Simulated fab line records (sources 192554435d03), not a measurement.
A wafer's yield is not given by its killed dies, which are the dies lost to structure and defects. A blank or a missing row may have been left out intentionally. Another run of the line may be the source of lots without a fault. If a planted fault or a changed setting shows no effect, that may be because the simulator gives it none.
Split-lot experiment + flow n5-finfet + 21 wafers read from 7 lots, route of 1938 steps

== THE SPLIT ==
At N5_SD_EPI_P_ETCH_36 (etches SiARC in CF4, target depth 45.5 nm, time 75.8 s), the setting bias-w was moved away from the recipe's 36 W on 6 of the 21 wafers read, by -17.8% to +10.2%. For the rest of the wafers, this setting stayed at what the recipe calls for.

The reading is taken at the split's own step.

== THE READING ==
rf-vpp-V, in V, at N5_SD_EPI_P_ETCH_36 (etches SiARC in CF4, target depth 45.5 nm, time 75.8 s). Typical for fault-free wafers on this fab line: 183.9 V, with standard deviation 1.1 V.

| wafer  | tool, chamber at the split | bias-w as run, W | against the recipe | rf-vpp-V, V | against lot-mates on the recipe |
|--------|----------------------------|------------------|--------------------|-------------|---------------------------------|
| L074.3 | rie-diel-06, 1             | 36               | recipe             | 184.0       | -                               |
| L074.5 | rie-diel-06, 1             | 36               | recipe             | 184.7       | -                               |
| L074.6 | rie-diel-06, 0             | 36               | recipe             | 184.9       | -                               |
| L075.3 | rie-diel-06, 0             | 36               | recipe             | 185.2       | -                               |
| L075.4 | rie-diel-06, 3             | 36               | recipe             | 181.5       | -                               |
| L075.5 | rie-diel-06, 3             | 36               | recipe             | 183.4       | -                               |
| L077.2 | rie-diel-06, 2             | 30.2             | -16.1%             | 164.8       | -18.7                           |
| L077.3 | rie-diel-06, 1             | 30.2             | -16.1%             | 164.6       | -18.9                           |
| L077.5 | rie-diel-06, 1             | 36               | recipe             | 183.5       | -                               |
| L078.1 | rie-diel-06, 1             | 39.67            | +10.2%             | 195.7       | +11.8                           |
| L078.2 | rie-diel-06, 2             | 36               | recipe             | 185.7       | -                               |
| L078.4 | rie-diel-06, 3             | 36               | recipe             | 182.2       | -                               |
| L088.1 | rie-diel-06, 0             | 36               | recipe             | 185.4       | -                               |
| L088.2 | rie-diel-06, 2             | 36               | recipe             | 186.4       | -                               |
| L088.3 | rie-diel-06, 3             | 29.59            | -17.8%             | 160.5       | -25.4                           |
| L090.2 | rie-diel-05, 1             | 36               | recipe             | 182.6       | -                               |
| L090.3 | rie-diel-05, 3             | 32.23            | -10.5%             | 170.6       | -12.9                           |
| L090.4 | rie-diel-05, 2             | 36               | recipe             | 184.4       | -                               |
| L094.3 | rie-diel-05, 1             | 36               | recipe             | 183.5       | -                               |
| L094.5 | rie-diel-05, 2             | 36               | recipe             | 184.9       | -                               |
| L094.6 | rie-diel-05, 3             | 31.29            | -13.1%             | 168.6       | -15.6                           |

THE FIT
A straight line over all 21 wafers: rf-vpp-V changes by +1.23 V for each +1% of bias-w; r = +0.99; the points scatter about the line by 1.3 V.
The same after taking each lot's own level away (the mean of its wafers on the recipe; 21 wafers): +1.24 V for each +1%; r = +0.99; scatter 1.3 V.
According to that fit, moving bias-w by its largest amount changes the reading by 22 V.
The lots' own levels span 183.37 to 185.90 V, that is 2.3 times the standard deviation above.
The two slopes are in agreement: the lot-to-lot level therefore moves the slope only a little.
Check: -21 V against its lot-mates is what the line predicts for one of the wafers moved furthest among these (-17.8%) when that wafer is left out of the fit. Against them it came out at -25.4 V.
Tool readings at the split's step, against how far the setting was moved: rf-vpp-V r = +0.99.

== FURTHER SPLITS ON THESE WAFERS ==
These wafers also went through other splits before the reading. Each is held against what the fit with the lots' levels taken away leaves over:
| other split on the same wafers | wafers away from the commonest value | r with rf-vpp-V (lot level and that fit taken away) |
|--------------------------------|--------------------------------------|-----------------------------------------------------|
| N5_ZERO_LAYER_PECVD_02 time-s  | 10                                   | -0.05                                               |
| N5_FIN_SAQP_ETCH_65 time-s     | 7                                    | +0.05                                               |
| N5_DUMMY_GATE_COAT_28 spin-rpm | 9                                    | -0.17                                               |
| N5_SD_EPI_N_EXPOSE_06 dose-mj  | 5                                    | -0.28                                               |
| N5_SD_EPI_N_ETCH_35 source-w   | 9                                    | +0.08                                               |

== THE FILE'S OWN FIT ==
rf-vpp-V changes by +1.26 V for each +1% of bias-w, r = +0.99.
